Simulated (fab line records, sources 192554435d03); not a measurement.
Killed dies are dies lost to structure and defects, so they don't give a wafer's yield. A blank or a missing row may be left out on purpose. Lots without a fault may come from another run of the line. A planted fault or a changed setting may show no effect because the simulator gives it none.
Split-lot experiment | flow n5_finfet | 7 lots, 21 wafers read, on a route of 1938 steps

THE SPLIT
At N5_FIN_SAQP_COAT_49 (time 60 s, resist thk 100 nm), the setting spin_rpm was moved away from the recipe's 1500 rpm on 6 of the 21 wafers read, by -8.9% to +9.3%. The other wafers ran this setting at the recipe's value.

FROM THE SPLIT TO THE READING: what the file shows between them, 6 steps
- N5_FIN_SAQP_DESCUM_21: chemistry O2, time 7.9 s (also split here: time_s)
- N5_FIN_SAQP_ETCH_51: etches SiARC in CF4, target depth 45.5 nm, time 75.8 s
- N5_FIN_SAQP_ETCH_52: etches SOC in N2/H2, target depth 100 nm, overetch 20 nm, time 150 s
- N5_FIN_SAQP_STRIP_53: strips in N2/H2
- N5_FIN_SAQP_HM_OPEN_73: chemistry CHF3/O2, target SiO2, stops on a-Si, target depth 12 nm, time 16.8 s
- N5_FIN_SAQP_STRIP_74: strips in CHF3/O2

THE READING
SOC_of_FIN_SAQP_COAT_49.thk_nm (the simulator's own value, which no gauge read), in nm, at N5_FIN_SAQP_MANDREL_ETCH_22 (etches a-Si in HBr/Cl2, stops on SiNx, target depth 60 nm, bt time 10 s, time 30 s). The file gives no usual value for it. The 15 wafers here that ran the recipe average 76.15 nm, standard deviation 0.54 nm.

wafer  | tool, chamber at the split | spin_rpm as run, rpm | against the recipe | SOC_of_FIN_SAQP_COAT_49.thk_nm, nm | against lot-mates on the recipe
L074.2 | litho_track-03, 0          | 1500                 | recipe             | 76.97                              | -
L074.3 | litho_track-03, 0          | 1454                 | -3.1%              | 78.32                              | +1.16
L074.4 | litho_track-03, 0          | 1500                 | recipe             | 77.34                              | -
L075.4 | litho_track-03, 0          | 1500                 | recipe             | 76.57                              | -
L075.5 | litho_track-03, 0          | 1500                 | recipe             | 75.95                              | -
L075.6 | litho_track-03, 0          | 1366                 | -8.9%              | 80.52                              | +4.26
L078.1 | litho_track-01, 0          | 1500                 | recipe             | 75.77                              | -
L078.2 | litho_track-01, 0          | 1500                 | recipe             | 76.08                              | -
L078.5 | litho_track-01, 0          | 1399                 | -6.7%              | 79.25                              | +3.33
L080.2 | litho_track-03, 0          | 1640                 | +9.3%              | 71.75                              | -4.16
L080.5 | litho_track-03, 0          | 1500                 | recipe             | 75.9                               | -
L080.6 | litho_track-03, 0          | 1500                 | recipe             | 75.92                              | -
L086.2 | litho_track-03, 0          | 1500                 | recipe             | 76.43                              | -
L086.3 | litho_track-03, 0          | 1500                 | recipe             | 76.08                              | -
L086.5 | litho_track-03, 0          | 1500                 | recipe             | 76.28                              | -
L092.1 | litho_track-01, 0          | 1500                 | recipe             | 75.35                              | -
L092.5 | litho_track-01, 0          | 1500                 | recipe             | 75.15                              | -
L092.6 | litho_track-01, 0          | 1412                 | -5.9%              | 78.5                               | +3.25
L093.1 | litho_track-03, 0          | 1410                 | -6.0%              | 79.57                              | +3.31
L093.2 | litho_track-03, 0          | 1500                 | recipe             | 76.07                              | -
L093.6 | litho_track-03, 0          | 1500                 | recipe             | 76.44                              | -

THE FIT
A straight line over all 21 wafers: SOC_of_FIN_SAQP_COAT_49.thk_nm changes by -0.483 nm for each +1% of spin_rpm; r = -0.96; the points scatter about the line by 0.53 nm.
The same after taking each lot's own level away (the mean of its wafers on the recipe; 21 wafers): -0.482 nm for each +1%; r = -0.99; scatter 0.23 nm.
On that fit, the largest move of spin_rpm shifts the reading by 4.5 nm.
The lots' own levels span 75.250 to 77.155 nm, that is 3.5 times the standard deviation above.
So the lot-to-lot level changes the slope little: the two slopes agree.
Check: with one of the wafers moved furthest among these (+9.3%) left out of the fit, the line predicts -4.7 nm for it against its lot-mates. It came out at -4.16 nm against them.

OTHER SPLITS ON THESE WAFERS
These wafers also went through other splits before the reading. Each is held against what the fit with the lots' levels taken away leaves over:
other split on the same wafers  | wafers away from the commonest value | r with SOC_of_FIN_SAQP_COAT_49.thk_nm (lot level and that fit taken away)
N5_ZERO_LAYER_PECVD_02 time_s   | 7                                    | -0.29
N5_ZERO_LAYER_EXPOSE_08 dose_mj | 7                                    | +0.01
N5_WELL_APT_COAT_19 spin_rpm    | 10                                   | +0.26
N5_FIN_SAQP_DESCUM_21 time_s    | 7                                    | -0.18

THE WHOLE CHAIN: every reading that the file lists as answering this split, in the file's order
step                        | what it does                                                                       | reading                                                                         | change (the file's fit)               | r (the file's)
N5_FIN_SAQP_COAT_49         | time 60 s, resist thk 100 nm                                                       | SOC_of_FIN_SAQP_COAT_49.thk_nm (the simulator's own value, which no gauge read) | -0.495 nm for each +1% of the setting | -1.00
N5_FIN_SAQP_ETCH_52         | etches SOC in N2/H2, target depth 100 nm, overetch 20 nm, time 150 s               | etch.depth_nm (the simulator's own value, which no gauge read)                  | -0.495 nm for each +1% of the setting | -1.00
N5_FIN_SAQP_MANDREL_ETCH_22 | etches a-Si in HBr/Cl2, stops on SiNx, target depth 60 nm, bt time 10 s, time 30 s | SOC_of_FIN_SAQP_COAT_49.thk_nm (the simulator's own value, which no gauge read) | -0.485 nm for each +1% of the setting | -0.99

THE FILE'S OWN FIT
SOC_of_FIN_SAQP_COAT_49.thk_nm changes by -0.485 nm for each +1% of spin_rpm, r = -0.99.
